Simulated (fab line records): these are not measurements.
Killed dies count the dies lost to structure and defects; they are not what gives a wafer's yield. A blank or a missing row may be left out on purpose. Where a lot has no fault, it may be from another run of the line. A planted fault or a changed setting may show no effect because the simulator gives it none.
Which tool is to blame? / flow n5_finfet / 10 lots with 30 wafers sampled at 4 steps, on a route of 1938 steps

WHAT THE GAUGES READ, wafer by wafer
N5_BEOL_M13_INSPECT_55: inspects for defects (darkfield).
lot=L282; measured=day 11 06:50; on=defect_inspect-01; raw_defect_count=62 76 80
lot=L285; measured=day 11 20:55; on=defect_inspect-02; raw_defect_count=76 53 46
lot=L286; measured=day 12 00:18; on=defect_inspect-01; raw_defect_count=51 36 51
lot=L290; measured=day 13 00:18; on=defect_inspect-02; raw_defect_count=85 69 36
lot=L289; measured=day 13 05:32; on=defect_inspect-01; raw_defect_count=53 64 62
lot=L288; measured=day 13 10:30; on=defect_inspect-01; raw_defect_count=59 729 147
lot=L291; measured=day 13 14:28; on=defect_inspect-01; raw_defect_count=120 65 94
lot=L302; measured=day 15 21:33; on=defect_inspect-02; raw_defect_count=89 60 50
lot=L304; measured=day 17 04:05; on=defect_inspect-02; raw_defect_count=48 57 51
lot=L305; measured=day 17 05:16; on=defect_inspect-01; raw_defect_count=62 55 58

WHAT TOOL EACH LOT RAN ON (gives the tool, then ch and the chambers of the sampled wafers, and finally the start)
lot=L282; N5_BEOL_M13_STRIP_37=plasma_asher-02 ch 0,1, day 11 04:16; N5_BEOL_M13_SPUTTER_44=pvd_sputter-01, day 11 05:44; N5_BEOL_M13_CMP_49=cmp-03 ch 0,2,3, day 11 06:23
lot=L285; N5_BEOL_M13_STRIP_37=plasma_asher-02 ch 0,1, day 11 17:16; N5_BEOL_M13_SPUTTER_44=pvd_sputter-01, day 11 18:32; N5_BEOL_M13_CMP_49=cmp-03 ch 1,2,3, day 11 20:28
lot=L286; N5_BEOL_M13_STRIP_37=plasma_asher-01 ch 0,1, day 11 20:16; N5_BEOL_M13_SPUTTER_44=pvd_sputter-01, day 11 23:11; N5_BEOL_M13_CMP_49=cmp-03 ch 0,1,2, day 11 23:58
lot=L290; N5_BEOL_M13_STRIP_37=plasma_asher-02 ch 0,1, day 12 22:38; N5_BEOL_M13_SPUTTER_44=pvd_sputter-03, day 12 23:11; N5_BEOL_M13_CMP_49=cmp-04 ch 1,2, day 12 23:51
lot=L289; N5_BEOL_M13_STRIP_37=plasma_asher-02 ch 0, day 13 03:44; N5_BEOL_M13_SPUTTER_44=pvd_sputter-02, day 13 04:24; N5_BEOL_M13_CMP_49=cmp-04 ch 1,3, day 13 05:06
lot=L288; N5_BEOL_M13_STRIP_37=plasma_asher-02 ch 0,1, day 13 08:15; N5_BEOL_M13_SPUTTER_44=pvd_sputter-02, day 13 09:23; N5_BEOL_M13_CMP_49=cmp-04 ch 0,1,3, day 13 10:03
lot=L291; N5_BEOL_M13_STRIP_37=plasma_asher-02 ch 0,1, day 13 08:41; N5_BEOL_M13_SPUTTER_44=pvd_sputter-02, day 13 12:47; N5_BEOL_M13_CMP_49=cmp-01 ch 1,2,3, day 13 14:04
lot=L302; N5_BEOL_M13_STRIP_37=plasma_asher-02 ch 0,1, day 15 18:57; N5_BEOL_M13_SPUTTER_44=pvd_sputter-01, day 15 20:23; N5_BEOL_M13_CMP_49=cmp-01 ch 0,1,2, day 15 21:07
lot=L304; N5_BEOL_M13_STRIP_37=plasma_asher-01 ch 0,1, day 17 00:42; N5_BEOL_M13_SPUTTER_44=pvd_sputter-03, day 17 02:50; N5_BEOL_M13_CMP_49=cmp-01 ch 0,2,3, day 17 03:43
lot=L305; N5_BEOL_M13_STRIP_37=plasma_asher-02 ch 0,1, day 17 02:04; N5_BEOL_M13_SPUTTER_44=pvd_sputter-02, day 17 03:04; N5_BEOL_M13_CMP_49=cmp-01 ch 1,2,3, day 17 04:51
- N5_BEOL_M13_STRIP_37: strips in N2/H2.
- N5_BEOL_M13_SPUTTER_44: material Ta, target thk 10 nm, time 16.13 s.
- N5_BEOL_M13_CMP_49: polishes, stops on SiOC, t overpolish 17.1 s, target thk 420 nm.

WHAT THE TOOLS THEMSELVES READ (means of the sampled wafers that have a number; where no wafer has one, the mark that the record gives instead)
N5_BEOL_M13_STRIP_37.
lot=L282; tool=plasma_asher-02; drypump_motor_current_A (A)=6.0; heater_power_w (W)=343; oes_product_au (a.u.)=0.787
lot=L285; tool=plasma_asher-02; drypump_motor_current_A (A)=6.0; heater_power_w (W)=341; oes_product_au (a.u.)=0.775
lot=L286; tool=plasma_asher-01; drypump_motor_current_A (A)=5.4; heater_power_w (W)=338; oes_product_au (a.u.)=0.777
lot=L290; tool=plasma_asher-02; drypump_motor_current_A (A)=5.9; heater_power_w (W)=346; oes_product_au (a.u.)=0.782
lot=L289; tool=plasma_asher-02; drypump_motor_current_A (A)=5.6; heater_power_w (W)=355; oes_product_au (a.u.)=0.776
lot=L288; tool=plasma_asher-02; drypump_motor_current_A (A)=6.0; heater_power_w (W)=343; oes_product_au (a.u.)=0.784
lot=L291; tool=plasma_asher-02; drypump_motor_current_A (A)=5.8; heater_power_w (W)=349; oes_product_au (a.u.)=0.779
lot=L302; tool=plasma_asher-02; drypump_motor_current_A (A)=5.8; heater_power_w (W)=353; oes_product_au (a.u.)=0.783
lot=L304; tool=plasma_asher-01; drypump_motor_current_A (A)=5.7; heater_power_w (W)=346; oes_product_au (a.u.)=0.771
lot=L305; tool=plasma_asher-02; drypump_motor_current_A (A)=5.8; heater_power_w (W)=347; oes_product_au (a.u.)=0.791

N5_BEOL_M13_SPUTTER_44.
lot=L282; tool=pvd_sputter-01; bias_v (V)=80.5; cathode_dc_power_W (W)=15000; throttle_valve_pct (%)=28.1
lot=L285; tool=pvd_sputter-01; bias_v (V)=81.0; cathode_dc_power_W (W)=14998; throttle_valve_pct (%)=28.3
lot=L286; tool=pvd_sputter-01; bias_v (V)=79.8; cathode_dc_power_W (W)=15001; throttle_valve_pct (%)=29.2
lot=L290; tool=pvd_sputter-03; bias_v (V)=79.7; cathode_dc_power_W (W)=15000; throttle_valve_pct (%)=29.6
lot=L289; tool=pvd_sputter-02; bias_v (V)=80.3; cathode_dc_power_W (W)=15002; throttle_valve_pct (%)=29.9
lot=L288; tool=pvd_sputter-02; bias_v (V)=80.5; cathode_dc_power_W (W)=15001; throttle_valve_pct (%)=30.6
lot=L291; tool=pvd_sputter-02; bias_v (V)=79.8; cathode_dc_power_W (W)=15001; throttle_valve_pct (%)=30.0
lot=L302; tool=pvd_sputter-01; bias_v (V)=80.7; cathode_dc_power_W (W)=15003; throttle_valve_pct (%)=29.0
lot=L304; tool=pvd_sputter-03; bias_v (V)=79.3; cathode_dc_power_W (W)=15002; throttle_valve_pct (%)=30.2
lot=L305; tool=pvd_sputter-02; bias_v (V)=80.4; cathode_dc_power_W (W)=15000; throttle_valve_pct (%)=30.7

N5_BEOL_M13_CMP_49.
lot=L282; tool=cmp-03; barrier_field_endpoint_s (s)=29.8; clearing_platen_rpm (rpm)=50.022; motor_current_A (A)=6.0; overpolish_run_s (s)=17.099
lot=L285; tool=cmp-03; barrier_field_endpoint_s (s)=30.3; clearing_platen_rpm (rpm)=50.011; motor_current_A (A)=5.7; overpolish_run_s (s)=17.094
lot=L286; tool=cmp-03; barrier_field_endpoint_s (s)=29.8; clearing_platen_rpm (rpm)=50.018; motor_current_A (A)=6.4; overpolish_run_s (s)=17.107
lot=L290; tool=cmp-04; barrier_field_endpoint_s (s)=30.8; clearing_platen_rpm (rpm)=49.991; motor_current_A (A)=5.6; overpolish_run_s (s)=17.106
lot=L289; tool=cmp-04; barrier_field_endpoint_s (s)=30.2; clearing_platen_rpm (rpm)=50.006; motor_current_A (A)=5.7; overpolish_run_s (s)=17.102
lot=L288; tool=cmp-04; barrier_field_endpoint_s (s)=29.8; clearing_platen_rpm (rpm)=50.003; motor_current_A (A)=5.8; overpolish_run_s (s)=17.098
lot=L291; tool=cmp-01; barrier_field_endpoint_s (s)=30.1; clearing_platen_rpm (rpm)=50.004; motor_current_A (A)=6.4; overpolish_run_s (s)=17.106
lot=L302; tool=cmp-01; barrier_field_endpoint_s (s)=29.6; clearing_platen_rpm (rpm)=50.020; motor_current_A (A)=5.9; overpolish_run_s (s)=17.096
lot=L304; tool=cmp-01; barrier_field_endpoint_s (s)=29.5; clearing_platen_rpm (rpm)=49.996; motor_current_A (A)=6.2; overpolish_run_s (s)=17.093
lot=L305; tool=cmp-01; barrier_field_endpoint_s (s)=29.2; clearing_platen_rpm (rpm)=49.989; motor_current_A (A)=6.3; overpolish_run_s (s)=17.099

THE ANSWER, worked out from the rows above alone
Rule: the lots themselves supply what counts as usual. Put in order of their means at a reading, lots are off if they are a third of the lots or fewer, leave a main group of 4 or more, and stand apart from it by a gap of 3 or more times the standard deviation of the main group's means; of several such gaps the widest counts. If all means in a main group match to the digits the tables above print for the reading, that group is not used. A lot without any number at a reading at which 4 lots or more have one is off too. All remaining lots with rows at the step are treated as sound. After the gauges, taken in route order, come the tools' own readings; for these a lot's mean is taken, as printed above. At the first step where some lot is off, the reading lying furthest off is the one used; lots without a number count as furthest.
Off at N5_BEOL_M13_INSPECT_55 (raw_defect_count): L288. Mean 63 and standard deviation 13 in the main group.
A tool fits if, at a process step before that reading, it ran every lot that is off, and no sound lot after the first of them. Those tools and the gauges at N5_BEOL_M13_INSPECT_55 are tried in the same way. One fits: cmp-04 at N5_BEOL_M13_CMP_49. A fault onset in the window from L289 (day 13 05:06, its last sound lot) to L288 (day 13 10:03, its first lot off) fits.

WHAT THE SIMULATOR PUT IN
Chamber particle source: cmp-04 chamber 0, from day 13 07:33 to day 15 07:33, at N5_BEOL_M13_CMP_49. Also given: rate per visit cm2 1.
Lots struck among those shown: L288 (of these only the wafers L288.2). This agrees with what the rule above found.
